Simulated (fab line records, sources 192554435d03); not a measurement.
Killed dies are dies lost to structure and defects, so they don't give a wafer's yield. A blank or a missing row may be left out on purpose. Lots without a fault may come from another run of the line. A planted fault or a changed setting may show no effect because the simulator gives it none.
Chamber matching | flow n5_finfet | N5_SDB_HM_DEP_00 on pecvd-04: 3 sister chambers
The step deposits SiNx from SiH4/NH3/N2, target thk 40 nm, time 35.3 s. 3 wafers are shown with their chamber, then 9 later ones without.

WAFERS WITH THEIR CHAMBER
wafer  | chamber | throttle_valve_pct (%)
L089.5 | 1       | 40.6
L090.5 | 0       | 40.0
L090.6 | 2       | 42.7

WAFERS WITHOUT THEIR CHAMBER
wafer  | throttle_valve_pct (%)
L091.3 | 39.9
L091.4 | 42.5
L091.6 | 42.6
L097.1 | 40.9
L097.2 | 40.1
L097.3 | 39.5
L097.4 | 40.6
L097.5 | 40.6
L097.6 | 39.9

WHICH CHAMBER EACH WENT THROUGH
wafer  | from the rows above     | in truth
L091.3 | 0                       | 0
L091.4 | 2                       | 2
L091.6 | 2                       | 2
L097.1 | 1                       | 1
L097.2 | can't be placed: 0 or 1 | 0
L097.3 | 0                       | 0
L097.4 | 1                       | 1
L097.5 | 1                       | 1
L097.6 | 0                       | 0
Placed correctly: 8 of 9. Can't be placed from these rows: 1 (the true chamber is among the candidates in 1). Placed wrongly: 0.
How it was worked out, from the rows above alone: a wafer's distance from a chamber is the root of the sum, over the readings, of the square of ((its reading less the chamber's mean) divided by the reading's scatter). The wafer belongs to the nearest chamber; if the next one is less than 2 further off, it can't be placed. A chamber's mean is the mean of its shown wafers. The scatter: with one shown wafer a chamber, the root of the mean of the squares of how far each hidden wafer lies from its nearest shown one.
